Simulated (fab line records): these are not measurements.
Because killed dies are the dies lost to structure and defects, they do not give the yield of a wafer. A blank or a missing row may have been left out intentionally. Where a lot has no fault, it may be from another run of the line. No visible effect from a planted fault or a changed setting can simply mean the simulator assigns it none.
fab line records ; flow n5_finfet
[record] lots = 6; wafers = 18; last_day = 17
route steps=1938 shown FIN_CUT@164 BEOL_M4@1111
lots that met no fault: from a run of the same line without faults
start_h: hours from the record's opening day to when the first of the lot's shown wafers began ; wait_h: hours from the lot's prior step to this one ; " repeats the value in the row above ; L1.1+2: a row that stands for several wafers ; - no value, or no start given ; * or withheld: withheld ; < > ~ a bound
route shown NAME@n: a module of which the file shows steps, and the number in the route of the first ; usual: mean/standard deviation of fault-free wafers ; same: alike in all rows ; chamber/n: place in a boat ; sites: readings site by site ; _std_site: standard deviation across them ; _edge_site: mean of outer sites minus mean of inner sites ; radius_mm: for every site, how far away it sits from the centre of the wafer ; mask NAME#n: copy n ; behind: the tool/chamber that last shaped the wafer ; hold: what put the lot on hold/how long, in hours/how the hold closed ; device: whichever transistor did not switch (one of n, p or np) ; end of line: the route-end tests of the same wafers ; a step with no rows: only its recipe ; killed: dies that structure and defects cost at the first sort, which is not the same as the wafer's yield ; map: per-die view of a wafer (x killed, . not killed, _ where there is no die)
set.NAME: the setting the step ran with; set.NAME@STEP: the setting that earlier step ran with ; model.NAME: the simulator's own value behind a step, which no gauge read
lots at selected steps of the route; one table per step, one row per wafer
services: a tool's chamber out of use, with start hour (start_h, from the record's first day; less than 0 if before it), hours out, and reason
[[steps]]
[step N5_FIN_CUT_OVL_MEAS_09]
[recipe] points_per_wafer = 522
[usual] FIN_CUT_OVL = -0.1/0.62
lot.wafer;tool;chamber;start_h;wait_h;FIN_CUT_OVL[nm]
L791.1;overlay-02;0;39.46;0.0;0.1
L791.3;overlay-02;0;39.46;0.0;0.7
L791.6;overlay-02;0;39.46;0.0;0.2
L798.1;overlay-01;0;85.98;0.0;-0.6
L798.3;overlay-01;0;85.98;0.0;-0.2
L798.4;overlay-01;0;85.98;0.0;0.3
L801.1;overlay-01;0;100.61;0.0;1.0
L801.2;overlay-01;0;100.61;0.0;-0.1
L801.6;overlay-01;0;100.61;0.0;0.1
L809.4;overlay-02;0;148.75;0.0;-0.5
L809.5;overlay-02;0;148.75;0.0;0.1
L809.6;overlay-02;0;148.75;0.0;-0.8
L810.4;overlay-01;0;153.02;0.0;0.2
L810.5;overlay-01;0;153.02;0.0;-0.3
L810.6;overlay-01;0;153.02;0.0;1.4
L811.2;overlay-02;0;158.91;0.0;-1.1
L811.5;overlay-02;0;158.91;0.0;-0.5
L811.6;overlay-02;0;158.91;0.0;-0.7
[step N5_FIN_CUT_INSPECT_10]
[recipe] mode = adi; inspect_instrument = brightfield
[usual] raw_defect_count = 43/12
lot.wafer;tool;chamber;start_h;wait_h;raw_defect_count
L791.1;defect_inspect-01;-;39.52;0.1;53
L791.3;defect_inspect-01;-;39.52;0.1;41
L791.6;defect_inspect-01;-;39.52;0.1;40
L798.1;defect_inspect-01;-;86.03;0.1;43
L798.3;defect_inspect-01;-;86.03;0.1;39
L798.4;defect_inspect-01;-;86.03;0.1;61
L801.1;defect_inspect-01;-;100.66;0.1;49
L801.2;defect_inspect-01;-;100.66;0.1;42
L801.6;defect_inspect-01;-;100.66;0.1;34
L809.4;defect_inspect-02;-;148.79;0.0;44
L809.5;defect_inspect-02;-;148.79;0.0;57
L809.6;defect_inspect-02;-;148.79;0.0;40
L810.4;defect_inspect-02;-;153.06;0.0;51
L810.5;defect_inspect-02;-;153.06;0.0;59
L810.6;defect_inspect-02;-;153.06;0.0;52
L811.2;defect_inspect-02;-;158.97;0.0;29
L811.5;defect_inspect-02;-;158.97;0.0;49
L811.6;defect_inspect-02;-;158.97;0.0;33
[step N5_FIN_CUT_DESCUM_13]
[recipe] chemistry = O2; time_s = 7; source_power_w = 50; bias_power_w = 20; pressure_mtorr = 20; rf_frequency_hz = 2.712e+07; temp_c = 40; resist = CAR-EUV; o2_flow_sccm = 225
[step N5_FIN_CUT_ETCH_30]
[recipe] chemistry = N2/H2; target = underlayer; target_depth_a = 130; mask_material = CAR-EUV; time_s = 10.4; ion_energy_ev = 200; pressure_mtorr = 30; source_w = 840; bias_w = 150; n2_flow_sccm = 200; h2_flow_sccm = 200; ends = cleared
[usual] bias_w = 150.0/0.46; drypump_motor_current_A = 5.7/0.48; etch_rf_on_time_s = 10.34/0.2; oes_product_au = 0.70/0.076; rf_vpp_V = 524.4/2.8; showerhead_plenum_p_Torr = 2.56/0.097; throttle_valve_pct = 17.82/0.22
lot.wafer;tool;chamber;start_h;wait_h;bias_w;drypump_motor_current_A;etch_rf_on_time_s;oes_product_au;rf_hours_counter_h;rf_vpp_V;showerhead_plenum_p_Torr;throttle_valve_pct
L791.1;rie_diel-04;3;39.58;0.0;150.1;6.0;10.07;0.67;124;521.4;2.45;17.78
L791.3;rie_diel-04;0;39.58;0.0;150.1;6.3;10.60;0.65;134;521.7;2.55;17.67
L791.6;rie_diel-04;0;39.58;0.0;150.0;6.2;10.70;0.64;-;524.7;2.55;17.68
L798.1;rie_diel-04;1;86.10;0.0;150.4;5.4;9.97;0.77;21;523.0;2.49;18.17
L798.3;rie_diel-04;3;86.10;0.0;149.5;6.0;10.12;0.67;138;520.6;2.44;17.79
L798.4;rie_diel-04;0;86.10;0.0;149.9;6.3;10.57;0.65;148;524.9;2.55;17.69
L801.1;rie_diel-05;1;100.73;0.0;149.6;5.3;10.16;0.79;30;528.5;2.71;17.58
L801.2;rie_diel-05;3;100.73;0.0;149.1;5.3;10.55;0.61;205;522.7;2.52;17.75
L801.6;rie_diel-05;2;100.73;0.0;149.9;5.4;10.36;0.76;-;528.6;2.70;17.81
L809.4;rie_diel-04;2;148.86;0.0;149.5;4.8;10.46;0.63;171;526.9;2.64;17.65
L809.5;rie_diel-04;2;148.86;0.0;148.9;4.8;10.50;0.63;-;527.9;2.64;17.65
L809.6;rie_diel-04;3;148.86;0.0;150.1;6.0;10.20;0.64;-;521.1;2.43;17.82
L810.4;rie_diel-03;3;153.13;0.0;150.6;6.1;10.29;0.83;7;528.5;2.72;17.97
L810.5;rie_diel-03;1;153.13;0.0;149.7;6.0;10.45;0.63;-;520.1;2.42;17.81
L810.6;rie_diel-03;2;153.13;0.0;150.3;6.2;10.48;0.72;-;526.1;2.58;17.59
L811.2;rie_diel-03;3;159.03;0.0;150.3;6.1;10.41;0.82;8;529.2;2.72;17.99
L811.5;rie_diel-03;0;159.03;0.0;150.2;5.4;10.52;0.65;-;524.7;2.55;17.92
L811.6;rie_diel-03;3;159.03;0.0;150.2;6.1;10.35;0.82;-;527.4;2.72;17.98
[step N5_FIN_CUT_ETCH_20]
[recipe] chemistry = CF4; target = SiARC; target_depth_a = 260; mask_material = CAR-EUV; time_s = 43.3; ion_energy_ev = 80; pressure_mtorr = 40; source_w = 545; bias_w = 36; Ar_flow_sccm = 100; cf4_flow_sccm = 100; ends = cleared
[step N5_FIN_CUT_ETCH_21]
[recipe] chemistry = N2/H2; target = SOC; target_depth_a = 2190; overetch_a = 438; mask_material = SiARC; temp_c = 40; ion_energy_ev = 100; bias_w = 61; time_s = 523.5; pressure_mtorr = 30; source_w = 850; n2_flow_sccm = 200; h2_flow_sccm = 200
[usual] bias_w = 60.99/0.19; drypump_motor_current_A = 5.7/0.48; oes_product_au = 0.75/0.076; rf_vpp_V = 240.9/1.5; showerhead_plenum_p_Torr = 2.56/0.097; throttle_valve_pct = 17.77/0.22
lot.wafer;tool;chamber;start_h;wait_h;bias_w;drypump_motor_current_A;oes_product_au;rf_hours_counter_h;rf_vpp_V;showerhead_plenum_p_Torr;throttle_valve_pct
L791.1;rie_diel-04;3;39.64;0.0;60.94;6.0;0.71;124;239.1;2.45;17.72
L791.3;rie_diel-04;0;39.64;0.0;60.95;6.3;0.71;134;239.5;2.55;17.61
L791.6;rie_diel-04;0;39.64;0.0;61.16;6.3;0.72;-;242.1;2.55;17.64
L798.1;rie_diel-04;1;86.16;0.0;60.95;5.4;0.82;21;240.5;2.49;18.11
L798.3;rie_diel-04;3;86.16;0.0;60.72;6.1;0.69;138;241.0;2.44;17.76
L798.4;rie_diel-04;0;86.16;0.0;60.55;6.2;0.70;148;241.5;2.55;17.64
L801.1;rie_diel-05;1;100.79;0.0;61.20;5.4;0.83;30;240.6;2.71;17.54
L801.2;rie_diel-05;3;100.79;0.0;60.79;5.3;0.66;205;239.6;2.52;17.70
L801.6;rie_diel-05;2;100.79;0.0;60.86;5.5;0.82;-;242.3;2.70;17.77
L809.4;rie_diel-04;2;148.92;0.0;60.82;4.7;0.67;171;242.2;2.64;17.60
L809.5;rie_diel-04;2;148.92;0.0;60.99;4.8;0.68;-;242.0;2.64;17.60
L809.6;rie_diel-04;3;148.92;0.0;60.88;6.0;0.68;-;239.5;2.43;17.78
L810.4;rie_diel-03;3;153.18;0.0;60.95;6.1;0.88;7;241.1;2.72;17.93
L810.5;rie_diel-03;1;153.18;0.0;60.84;6.0;0.68;-;238.9;2.41;17.77
L810.6;rie_diel-03;2;153.18;0.0;61.10;6.2;0.79;-;241.4;2.58;17.53
L811.2;rie_diel-03;3;159.09;0.0;61.02;6.1;0.88;8;243.4;2.72;17.92
L811.5;rie_diel-03;0;159.09;0.0;61.26;5.4;0.70;-;238.5;2.55;17.88
L811.6;rie_diel-03;3;159.09;0.0;61.05;6.0;0.88;-;243.1;2.72;17.93
[step N5_FIN_CUT_STRIP_23]
[recipe] chemistry = N2/H2; temp_c = 40; n2_flow_sccm = 200; h2_flow_sccm = 200; rf_frequency_hz = 6e+07
[step N5_FIN_CUT_STRIP_31]
[recipe] chemistry = N2/H2; temp_c = 40; n2_flow_sccm = 200; h2_flow_sccm = 200; rf_frequency_hz = 6e+07
[step N5_FIN_CUT_STRIP_24]
[recipe] chemistry = CF4; resist = SiARC; power_w = 300; bias_power_w = 75; pressure_mtorr = 50; cf4_flow_sccm = 150; rf_frequency_hz = 6e+07
[step N5_FIN_CUT_CUT_ETCH_26]
[recipe] chemistry = CH3F/O2; target = SiNx; target_depth_a = 390; mask_material = SOC; time_s = 55.7; pressure_mtorr = 30; source_w = 395; bias_w = 73; Ar_flow_sccm = 150; CH3F_flow_sccm = 30; O2_flow_sccm = 20; ion_energy_ev = 120
[step N5_FIN_CUT_CUT_ETCH_27]
[recipe] chemistry = CHF3/O2; target = SiO2; target_depth_a = 40; mask_material = SOC; overetch_a = 20; time_s = 4.9; pressure_mtorr = 30; source_w = 650; bias_w = 170; Ar_flow_sccm = 200; CHF3_flow_sccm = 50; O2_flow_sccm = 5; ion_energy_ev = 200
[usual] O2_flow_sccm = 4.999/0.015; bias_w = 169.9/0.47; drypump_motor_current_A = 5.7/0.48; oes_product_au = 0.65/0.066; rf_vpp_V = 521/5.4; showerhead_plenum_p_Torr = 2.42/0.086; throttle_valve_pct = 18.78/0.21
lot.wafer;tool;chamber;start_h;wait_h;O2_flow_sccm;bias_w;drypump_motor_current_A;oes_product_au;rf_hours_counter_h;rf_vpp_V;showerhead_plenum_p_Torr;throttle_valve_pct
L791.1;rie_diel-04;3;40.03;0.0;4.980;170.2;6.0;0.61;124;513;2.32;18.69
L791.3;rie_diel-04;0;40.03;0.0;5.006;170.3;6.2;0.61;134;523;2.41;18.68
L791.6;rie_diel-04;0;40.03;0.0;5.006;169.8;6.3;0.61;-;522;2.41;18.66
L798.1;rie_diel-04;1;86.55;0.0;5.017;170.5;5.4;0.71;21;512;2.36;19.09
L798.3;rie_diel-04;3;86.55;0.0;5.006;170.8;6.0;0.60;138;512;2.31;18.72
L798.4;rie_diel-04;0;86.55;0.0;5.006;169.2;6.3;0.61;148;521;2.41;18.71
L801.1;rie_diel-05;1;101.18;0.0;5.006;169.2;5.3;0.72;30;522;2.56;18.55
L801.2;rie_diel-05;3;101.18;0.0;4.967;169.6;5.3;0.57;206;519;2.40;18.75
L801.6;rie_diel-05;2;101.18;0.0;5.006;170.2;5.4;0.71;-;527;2.54;18.62
L809.4;rie_diel-04;2;149.31;0.0;4.990;169.4;4.8;0.59;172;522;2.50;18.63
L809.5;rie_diel-04;2;149.31;0.0;4.996;169.9;4.8;0.59;-;523;2.50;18.64
L809.6;rie_diel-04;3;149.31;0.0;5.007;170.1;6.0;0.59;-;513;2.31;18.74
L810.4;rie_diel-03;3;153.57;0.0;5.000;170.4;6.0;0.76;7;525;2.58;18.91
L810.5;rie_diel-03;1;153.57;0.0;4.994;170.6;6.0;0.58;-;513;2.30;18.82
L810.6;rie_diel-03;2;153.57;0.0;5.002;170.9;6.2;0.67;-;524;2.44;18.59
L811.2;rie_diel-03;3;159.48;0.0;5.007;170.0;6.1;0.75;8;524;2.57;18.92
L811.5;rie_diel-03;0;159.48;0.0;4.960;169.5;5.4;0.61;-;527;2.42;19.00
L811.6;rie_diel-03;3;159.48;0.0;5.006;170.2;6.0;0.76;-;523;2.57;18.92
[step N5_FIN_CUT_PRECLEAN_35]
[recipe] time_s = 13.3; temp_c = 45; pressure_torr = 125; p_hf_torr = 3; p_coreactant_torr = 25; chemistry = vHF
[usual] drypump_motor_current_A = 5.9/0.41; foreline_p_Torr = 0.1279/0.00039
lot.wafer;tool;chamber;start_h;wait_h;drypump_motor_current_A;foreline_p_Torr
L791.1;vapor_etch-01;1;40.10;0.0;6.1;0.1284
L791.3;vapor_etch-01;1;40.10;0.0;6.1;0.1277
L791.6;vapor_etch-01;1;40.10;0.0;6.1;0.1275
L798.1;vapor_etch-01;0;86.62;0.0;5.3;0.1276
L798.3;vapor_etch-01;1;86.62;0.0;6.1;0.1281
L798.4;vapor_etch-01;0;86.62;0.0;5.2;0.1275
L801.1;vapor_etch-02;0;101.25;0.0;6.0;0.1279
L801.2;vapor_etch-02;1;101.25;0.0;6.3;0.1288
L801.6;vapor_etch-02;1;101.25;0.0;6.4;0.1283
L809.4;vapor_etch-01;1;149.51;0.2;6.1;0.1274
L809.5;vapor_etch-01;0;149.51;0.2;5.2;0.1283
L809.6;vapor_etch-01;1;149.51;0.2;6.1;0.1273
L810.4;vapor_etch-01;0;153.66;0.1;5.3;0.1279
L810.5;vapor_etch-01;0;153.66;0.1;5.3;0.1281
L810.6;vapor_etch-01;1;153.66;0.1;6.1;0.1277
L811.2;vapor_etch-01;0;159.55;0.0;5.2;0.1280
L811.5;vapor_etch-01;0;159.55;0.0;5.3;0.1278
L811.6;vapor_etch-01;1;159.55;0.0;6.1;0.1277
[step N5_FIN_CUT_CUT_ETCH_15]
[recipe] chemistry = HBr/Cl2/O2; target = Si; target_depth_a = 1000; bt_time_s = 10; mask_material = SOC; time_s = 42.4; ion_energy_ev = *; bias_w = *; pressure_mtorr = 10; icp_w = 800; HBr_flow_sccm = 150; Cl2_flow_sccm = 80; O2_flow_sccm = 12
[usual] HBr_flow_sccm = 150.0/0.46; O2_flow_sccm = 11.99/0.034; bias_w = *; drypump_motor_current_A = 5.7/0.44; oes_product_au = 1.005/0.015; throttle_valve_pct = 37.03/0.27
[same] bt_time_s = 10
lot.wafer;tool;chamber;start_h;wait_h;HBr_flow_sccm;O2_flow_sccm;bias_w;drypump_motor_current_A;oes_product_au;rf_hours_counter_h;throttle_valve_pct;model.FIN_CUT.feature_depth_nm;model.etch.depth_nm;model.SOC_of_FIN_CUT_COAT_18.thk_nm
L791.1;rie_si-01;0;40.18;0.1;151.0;12.04;*;5.8;1.022;50;37.25;99.2;99.26;170.6
L791.3;rie_si-01;3;40.18;0.1;150.2;12.00;*;5.6;0.985;4;36.88;99.2;99.3;170
L791.6;rie_si-01;3;40.18;0.1;149.7;11.98;*;5.6;0.996;-;36.87;100;100.1;170.4
L798.1;rie_si-01;0;86.72;0.1;150.4;12.02;*;5.8;1.020;51;37.27;95.4;95.46;172.4
L798.3;rie_si-01;3;86.72;0.1;150.1;11.98;*;5.6;0.996;5;36.89;99.2;99.27;169.6
L798.4;rie_si-01;3;86.72;0.1;149.9;11.94;*;5.6;0.991;-;36.87;99.8;99.86;169.8
L801.1;rie_si-01;3;101.33;0.1;150.5;11.96;*;5.6;0.996;5;36.89;99.2;99.26;168.6
L801.2;rie_si-01;1;101.33;0.1;150.0;11.96;*;5.7;1.012;37;36.71;101.8;101.8;169
L801.6;rie_si-01;0;101.33;0.1;150.6;11.96;*;5.8;1.021;-;37.25;95;95.07;172.4
L809.4;rie_si-05;0;149.57;0.0;149.7;12.00;*;5.9;1.012;134;37.24;102;102;168.4
L809.5;rie_si-05;3;149.57;0.0;150.9;11.97;*;5.4;0.990;-;37.50;101.2;101.3;168.8
L809.6;rie_si-05;2;149.57;0.0;150.5;12.02;*;4.7;1.019;-;36.88;102.4;102.4;167.4
L810.4;rie_si-03;1;153.72;0.0;149.9;12.00;*;6.5;0.998;63;36.88;99.2;99.13;169.4
L810.5;rie_si-03;3;153.72;0.0;150.1;11.95;*;6.4;1.012;-;37.32;99.6;99.52;170.2
L810.6;rie_si-03;2;153.72;0.0;149.2;12.06;*;5.6;0.995;-;36.80;98.6;98.5;170.4
L811.2;rie_si-05;1;159.63;0.1;150.2;11.94;*;5.4;1.028;186;36.67;99.4;99.31;170.2
L811.5;rie_si-05;3;159.63;0.1;150.4;12.01;*;5.4;0.993;-;37.48;99.6;99.54;170.4
L811.6;rie_si-05;0;159.63;0.1;149.9;11.98;*;5.9;1.013;-;37.21;101.4;101.5;169.8
[step N5_FIN_CUT_CUT_ETCH_28]
[recipe] chemistry = HBr/Cl2/O2; target = Si; target_depth_a = 60; mask_material = SOC; time_s = 2.4; ion_energy_ev = *; bias_w = *; pressure_mtorr = 10; icp_w = 800; HBr_flow_sccm = 150; Cl2_flow_sccm = 80; O2_flow_sccm = 12
[usual] HBr_flow_sccm = 150.0/0.42; O2_flow_sccm = 12.00/0.039; bias_w = *; drypump_motor_current_A = 5.7/0.45; oes_product_au = 1.005/0.015; throttle_valve_pct = 37.02/0.27
lot.wafer;tool;chamber;start_h;wait_h;HBr_flow_sccm;O2_flow_sccm;bias_w;drypump_motor_current_A;oes_product_au;rf_hours_counter_h;throttle_valve_pct;model.SOC_of_FIN_CUT_COAT_18.thk_nm
L791.1;rie_si-01;0;40.23;0.0;150.5;12.04;*;5.9;1.035;50;37.24;169
L791.3;rie_si-01;3;40.23;0.0;150.1;12.04;*;5.6;0.997;4;36.87;168.4
L791.6;rie_si-01;3;40.23;0.0;150.4;12.02;*;5.6;0.996;-;36.87;168.6
L798.1;rie_si-01;0;86.77;0.0;150.3;12.01;*;5.8;1.029;51;37.24;170.8
L798.3;rie_si-01;3;86.77;0.0;150.2;11.98;*;5.6;0.995;5;36.89;168
L798.4;rie_si-01;3;86.77;0.0;150.3;12.00;*;5.6;0.990;-;36.87;168.2
L801.1;rie_si-01;3;101.38;0.0;149.6;12.04;*;5.6;0.997;5;36.87;167
L801.2;rie_si-01;1;101.38;0.0;149.1;12.03;*;5.7;1.009;37;36.72;167.2
L801.6;rie_si-01;0;101.38;0.0;151.2;11.99;*;5.8;1.030;-;37.25;170.6
L809.4;rie_si-05;0;149.63;0.0;149.5;12.08;*;5.9;1.004;134;37.22;166.8
L809.5;rie_si-05;3;149.63;0.0;149.5;11.99;*;5.4;0.997;-;37.47;167
L809.6;rie_si-05;2;149.63;0.0;149.9;11.95;*;4.7;1.010;-;36.87;165.6
L810.4;rie_si-03;1;153.78;0.0;149.6;11.94;*;6.5;0.995;63;36.88;167.8
L810.5;rie_si-03;3;153.78;0.0;149.9;11.96;*;6.4;1.008;-;37.32;168.4
L810.6;rie_si-03;2;153.78;0.0;149.4;11.99;*;5.7;0.992;-;36.77;168.8
L811.2;rie_si-05;1;159.68;0.0;150.2;11.99;*;5.4;1.029;186;36.66;168.6
L811.5;rie_si-05;3;159.68;0.0;149.8;11.91;*;5.4;0.993;-;37.48;168.6
L811.6;rie_si-05;0;159.68;0.0;150.3;12.05;*;5.9;1.008;-;37.22;168
[step N5_FIN_CUT_STRIP_22]
[recipe] chemistry = N2/H2; power_w = 500; temp_c = 40; pressure_mtorr = 50; rf_frequency_hz = 6e+07; overash_fraction = 0.3; bias_power_w = 8; h2_frac = 0.5; n2_flow_sccm = 300; h2_flow_sccm = 300
[usual] bias_power_w = 7.997/0.024; drypump_motor_current_A = 5.7/0.45; oes_product_au = 0.83/0.093; rf_vpp_V = 54.2/2.1; showerhead_plenum_p_Torr = 3.38/0.12; throttle_valve_pct = 18.9/0.41
lot.wafer;tool;chamber;start_h;wait_h;bias_power_w;drypump_motor_current_A;oes_product_au;rf_hours_counter_h;rf_vpp_V;showerhead_plenum_p_Torr;throttle_valve_pct
L791.1;rie_diel-03;2;40.30;0.0;7.990;6.2;0.91;19;57.0;3.43;18.4
L791.3;rie_diel-03;3;40.30;0.0;7.955;6.0;0.68;259;51.1;3.18;19.7
L791.6;rie_diel-03;2;40.30;0.0;8.010;6.1;0.94;-;56.7;3.43;18.4
L798.1;rie_diel-05;1;86.84;0.0;8.008;5.3;0.93;25;56.1;3.57;18.5
L798.3;rie_diel-05;3;86.84;0.0;7.971;5.4;0.72;201;54.7;3.33;18.7
L798.4;rie_diel-05;0;86.84;0.0;7.961;6.3;0.93;20;55.0;3.30;19.4
L801.1;rie_diel-03;2;101.45;0.0;7.987;6.2;0.86;44;51.4;3.42;18.4
L801.2;rie_diel-03;0;101.45;0.0;7.995;5.4;0.77;123;54.3;3.37;18.7
L801.6;rie_diel-03;2;101.45;0.0;7.956;6.2;0.88;-;55.7;3.42;18.4
L809.4;rie_diel-03;2;149.86;0.2;7.990;6.2;0.86;62;53.7;3.41;18.4
L809.5;rie_diel-03;2;149.86;0.2;7.996;6.3;0.86;-;51.6;3.41;18.4
L809.6;rie_diel-03;3;149.86;0.2;7.982;6.0;0.98;-;57.2;3.58;19.3
L810.4;rie_diel-03;1;153.84;0.0;8.044;6.0;0.73;180;54.1;3.20;19.0
L810.5;rie_diel-03;0;153.84;0.0;8.004;5.4;0.76;-;52.3;3.36;18.8
L810.6;rie_diel-03;3;153.84;0.0;7.997;6.1;0.96;-;54.5;3.58;19.3
L811.2;rie_diel-03;2;159.90;0.2;7.988;6.2;0.85;65;50.4;3.41;18.4
L811.5;rie_diel-03;1;159.90;0.2;8.026;6.0;0.73;-;51.7;3.20;19.0
L811.6;rie_diel-03;0;159.90;0.2;8.027;5.4;0.75;-;56.7;3.36;18.7
[step N5_BEOL_M4_RC_MEAS_101]
[usual] DIBL_N = 36.5/1.4; DIBL_P = 36.6/1.6; IOFF_N = 0.160/0.024; IOFF_P = 0.217/0.029; ION_N = 674/8.7; ION_P = 464/6.5; SS_N = 71.6/0.47; SS_P = 73.4/0.57; VT_N = 250.0/2.5; VT_P = -250/3.1
lot.wafer;tool;chamber;start_h;wait_h;DIBL_N[mV/V];DIBL_P[mV/V];IOFF_N[nA/um];IOFF_P[nA/um];ION_N[uA/um];ION_P[uA/um];SS_N[mV/dec];SS_P[mV/dec];VT_N[mV];VT_P[mV]
L791.1;prober-01;0;185.45;0.0;37.1;37.6;0.187;0.222;687;466;72.2;73.6;246.3;-249
L791.3;prober-01;0;185.45;0.0;35.5;35.4;0.145;0.185;666;458;71.4;73.0;250.0;-252
L791.6;prober-01;0;185.45;0.0;35.0;34.4;0.145;0.177;667;456;71.6;72.6;251.0;-253
L798.1;prober-02;0;233.87;0.0;36.0;33.3;0.136;0.197;669;465;71.3;72.4;251.6;-248
L798.3;prober-02;0;233.87;0.0;38.4;36.2;0.192;0.230;677;463;71.5;73.5;246.7;-247
L798.4;prober-02;0;233.87;0.0;35.9;33.6;0.137;0.186;667;459;71.5;72.3;248.8;-251
L801.1;prober-01;0;243.84;0.0;37.9;37.8;0.179;0.259;674;466;71.5;73.1;248.5;-245
L801.2;prober-01;0;243.84;0.0;37.2;37.1;0.170;0.244;684;474;71.3;73.9;247.9;-248
L801.6;prober-01;0;243.84;0.0;36.6;36.2;0.155;0.221;680;468;71.7;72.8;249.9;-247
L810.4;prober-01;0;286.84;0.5;35.6;35.8;0.148;0.229;680;473;71.2;73.2;249.0;-248
L810.5;prober-01;0;286.84;0.5;37.5;37.4;0.180;0.263;685;473;71.9;73.4;247.9;-243
L810.6;prober-01;0;286.84;0.5;34.8;34.1;0.131;0.214;668;469;71.3;73.2;252.6;-248
L809.4;prober-01;0;294.96;0.5;40.2;40.2;0.245;0.299;693;473;72.9;73.9;247.0;-244
L809.5;prober-01;0;294.96;0.5;37.1;36.3;0.162;0.221;674;467;71.8;73.0;251.0;-250
L809.6;prober-01;0;294.96;0.5;36.4;36.4;0.159;0.221;679;467;71.3;73.8;249.7;-247
L811.2;prober-01;0;301.30;0.2;35.7;38.0;0.155;0.196;675;458;72.1;73.3;251.8;-252
L811.5;prober-01;0;301.30;0.2;35.5;38.1;0.153;0.204;680;462;71.6;73.2;251.5;-252
L811.6;prober-01;0;301.30;0.2;37.5;41.2;0.203;0.257;684;467;71.7;73.7;249.2;-248
[[services]]
tool;chamber;start_h;hours;kind
rie_si-01;-;28.92;0.3;repair
rie_si-03;1;30.33;3.7;repair
rie_si-03;1;42.50;6.6;repair
rie_si-01;0;43.03;8.7;repair
rie_si-01;3;43.63;6.1;repair
rie_si-05;-;50.45;2.0;repair
vapor_etch-01;-;51.28;2.8;pm
rie_diel-05;1;53.03;12.9;repair
rie_diel-03;-;57.84;2.8;pm
rie_si-05;0;69.11;4.8;repair
rie_diel-03;3;69.26;7.2;repair
rie_diel-04;-;86.96;1.0;repair
rie_diel-05;2;91.74;2.1;repair
rie_diel-03;3;114.50;-;clean
rie_diel-03;3;114.50;-;consumable_replace:focus_ring
rie_diel-03;3;114.50;-;consumable_replace:showerhead
rie_diel-03;3;114.50;19.1;scheduled_down
rie_diel-03;3;114.50;19.1;vent_cycle
rie_diel-04;3;158.32;14.6;repair
[[key]]
[first_sign] step = N5_FIN_CUT_CUT_ETCH_15; reading = bias_w; direction = down; sigmas = 67; usual = *; struck = *
effect none on later readings
[model_effect] step = N5_FIN_CUT_CUT_ETCH_15; value = FIN_CUT.feature_depth_nm; without = 100.2; struck = 95.2
[model_effect] step = N5_FIN_CUT_CUT_ETCH_28; value = SOC_of_FIN_CUT_COAT_18.thk_nm; without = 167.6; struck = 170.7
met_at N5_FIN_CUT_CUT_ETCH_15
struck_wafers L798.1,L801.6
onset_between 40.18 86.72
[fault] kind = process_parameter_drift; tool = rie_si-01; chamber = 0; onset_h = 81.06; steps = N5_FIN_CUT_CUT_ETCH_15; channel = bias_w; offset = *; shape = step; end_h = 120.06; acts_in = *; stated = *
